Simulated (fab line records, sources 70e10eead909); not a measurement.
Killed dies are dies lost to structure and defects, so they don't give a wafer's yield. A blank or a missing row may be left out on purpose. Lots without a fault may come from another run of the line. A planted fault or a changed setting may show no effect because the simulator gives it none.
fab line records | flow nand_harc
record lots=6 wafers=18 last_day=33
route steps=1302 shown P_CONTACT@249 P_M0@253
lots that met no fault: from a run of the same line without faults
start_h: hours from the record's first day to the start of the lot's first wafer shown | wait_h: hours since the lot's step before | " the same as in the row above | L1.1+2: a row that stands for several wafers | - no value, or no start given | * or withheld: withheld | < > ~ a bound
route shown NAME@n: a module of which the file shows steps, and the number in the route of the first | usual: mean/standard deviation of fault-free wafers | same: alike in all rows | chamber/n: place in a boat | sites: the reading at each site | _std_site: their standard deviation | _edge_site: outer sites' mean less inner sites' | radius_mm: how far each site lies from the wafer's centre | mask NAME#n: copy n | behind: the tool/chamber that last shaped the wafer | hold: why the lot was held/for how many hours/how that ended | device: the transistor (n, p or np) that didn't switch | end of line: the same wafers' tests at the end of the route | a step without rows: its recipe alone | killed: dies lost to structure and defects at the first sort, not the wafer's yield | map: a wafer's dies, x killed, . not, _ none there
set.NAME: the setting as run; set.NAME@STEP: as run at that earlier step | model.NAME: the simulator's own value behind a step, which no gauge read
lots at some steps of the route; a table a step, a row a wafer
services: from which hour (start_h, from the record's first day; less than 0 if before it) a tool's chamber was out of use, for how many hours, and why
## steps
# step NHARC_P_CONTACT_CMP_24
# recipe t_overpolish_s=30 target_thk_nm=200
# usual motor_current_A=12.1/0.87 overpolish_run_s=30.000/0.0087 time_to_endpoint_s=41/3.2
# columns lot.wafer tool chamber start_h wait_h motor_current_A overpolish_run_s time_to_endpoint_s
L449.1 cmp-01 0 122.73 0.6 11.1 29.998 38
L449.2 " 3 " " 12.6 30.001 40
L449.6 " 0 " " 10.8 29.998 38
L453.4 cmp-02 1 152.33 0.3 11.6 29.992 40
L453.3 " 0 " " 13.0 30.010 38
L453.6 " 1 " " 11.6 30.005 39
L460.2 cmp-01 1 225.85 0.6 11.7 29.991 33
L460.1 " 2 " " 10.5 29.991 37
L460.3 " 0 " " 11.3 30.008 38
L459.3 cmp-02 2 227.96 0.4 11.5 30.003 41
L459.4 " 3 " " 12.8 29.993 43
L459.1 " 0 " " 12.5 29.989 40
L470.3 cmp-02 1 329.49 0.4 12.0 30.012 42
L470.4 " 3 " " 12.1 30.006 43
L470.5 " 1 " " 11.6 29.992 39
L472.2 cmp-04 2 352.12 0.6 13.1 29.994 43
L472.6 " 0 " " 12.0 30.013 40
L472.5 " 1 " " 14.2 29.991 41
# step NHARC_P_CONTACT_SRD_26
# step NHARC_P_CONTACT_INSPECT_27
# usual raw_defect_count=267/100
# columns lot.wafer tool chamber start_h wait_h raw_defect_count
L449.1 defect_inspect-01 - 123.13 0.1 267
L449.2 " - " " 419
L449.6 " - " " 157
L453.3 defect_inspect-02 - 152.74 0.1 566
L453.4 " - " " 365
L453.6 " - " " 325
L460.1 defect_inspect-02 - 226.25 0.1 116
L460.2 " - " " 255
L460.3 " - " " 129
L459.1 defect_inspect-01 - 228.37 0.1 188
L459.3 " - " " 272
L459.4 " - " " 332
L470.3 defect_inspect-01 - 329.87 0.1 278
L470.4 " - " " 217
L470.5 " - " " 497
L472.2 defect_inspect-01 - 352.48 0.1 257
L472.5 " - " " 569
L472.6 " - " " 330
# step NHARC_P_M0_DEP_00
# recipe target_thk_a=1500 target_thk_nm=150 temp_c=withheld pressure_torr=5 flow_sccm=200 rf_w=600 material=SiOC
# step NHARC_P_M0_DEHYDRATE_01
# recipe temp_c=150 time_s=120
# step NHARC_P_M0_HMDS_02
# recipe time_s=30
# step NHARC_P_M0_COAT_33
# recipe temp_c=200 time_s=65
# step NHARC_P_M0_COAT_03
# recipe spin_rpm=1500 resist_thk_nm=90
# step NHARC_P_M0_SOFTBAKE_04
# recipe temp_c=105 time_s=55
# step NHARC_P_M0_EBR_05
# step NHARC_P_M0_EXPOSE_06
# recipe na=1.35 target_cd_nm=90 dose_mj=81.28 mask_id=P_M0
# step NHARC_P_M0_PEB_07
# recipe peb_temp_c=100 peb_time_s=65
# usual exhaust_pa=44.9/0.88 heater_power_total_W=156.6/0.42 plate_temp_C=100.02/0.13
# columns lot.wafer tool chamber start_h wait_h exhaust_pa heater_power_total_W plate_temp_C
L449.1 litho_track-06 0 123.82 0.1 46.1 156.0 99.88
L449.2 " 0 " " 44.8 157.1 100.04
L449.6 " 0 " " 46.6 157.2 100.08
L453.3 litho_track-01 0 153.56 0.0 45.8 156.6 100.18
L453.4 " 0 " " 45.7 156.6 99.98
L453.6 " 0 " " 47.6 156.8 100.02
L460.1 litho_track-06 0 227.07 0.1 45.8 149.5 96.63
L460.2 " 0 " " 44.9 150.0 96.64
L460.3 " 0 " " 46.1 149.6 96.78
L459.1 litho_track-06 0 229.19 0.1 45.8 150.0 96.88
L459.3 " 0 " " 44.8 148.9 96.69
L459.4 " 0 " " 45.5 149.3 96.72
L470.3 litho_track-04 0 330.70 0.0 44.0 157.1 99.96
L470.4 " 0 " " 44.3 156.0 99.72
L470.5 " 0 " " 44.4 157.1 100.08
L472.2 litho_track-01 0 353.32 0.1 44.5 157.2 100.13
L472.5 " 0 " " 45.4 156.6 100.23
L472.6 " 0 " " 44.5 156.6 100.07
# step NHARC_P_M0_DEVELOP_08
# recipe develop_time_s=35 dev_temp_c=23
## services
# columns tool chamber start_h hours kind
cmp-04 - 111.87 4.0 pm
cmp-04 - 118.01 6.6 repair
cmp-02 - 134.66 4.0 pm
cmp-02 - 138.66 - consumable_replace:conditioner
cmp-02 - 138.66 - consumable_replace:pad
litho_track-01 - 155.00 7.0 pm
litho_track-06 - 179.00 7.0 pm
cmp-02 - 181.77 1.1 repair
cmp-01 - 185.50 4.0 pm
litho_track-04 - 203.00 7.0 pm
cmp-04 - 209.87 4.0 pm
cmp-01 - 214.01 6.7 repair
cmp-02 - 231.04 2.2 repair
cmp-02 - 237.19 - consumable_replace:conditioner
cmp-02 - 237.19 - consumable_replace:pad
cmp-01 - 283.50 4.0 pm
cmp-02 - 289.89 0.8 repair
cmp-01 - 303.28 34.9 repair
cmp-04 - 307.95 4.0 pm
litho_track-01 - 330.00 7.0 pm
cmp-02 - 331.19 4.0 pm
cmp-02 - 335.19 - consumable_replace:conditioner
cmp-02 - 337.48 2.6 repair
cmp-02 - 347.02 1.2 repair
## key
first_sign step=NHARC_P_M0_PEB_07 reading=plate_temp_C direction=down sigmas=26 usual=* struck=*
effect step=NHARC_P_M0_PEB_07 reading=heater_power_total_W direction=down sigmas=17 usual=* struck=*
met_at NHARC_P_M0_PEB_07
struck_wafers L459.1,L459.3,L459.4,L460.1,L460.2,L460.3
sort_left_out L459.1,L459.3,L459.4,L460.1,L460.2,L460.3
onset_between 123.82 227.07
fault kind=process_parameter_drift tool=litho_track-06 chamber=- onset_h=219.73 steps=NHARC_P_M0_PEB_07 channel=peb_temp_c offset=* shape=step end_h=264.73 acts_in=* stated=*
# sort_left_out: the simulated sort isn't trusted on such a fault, so these wafers' sort isn't shown, and their yield isn't known
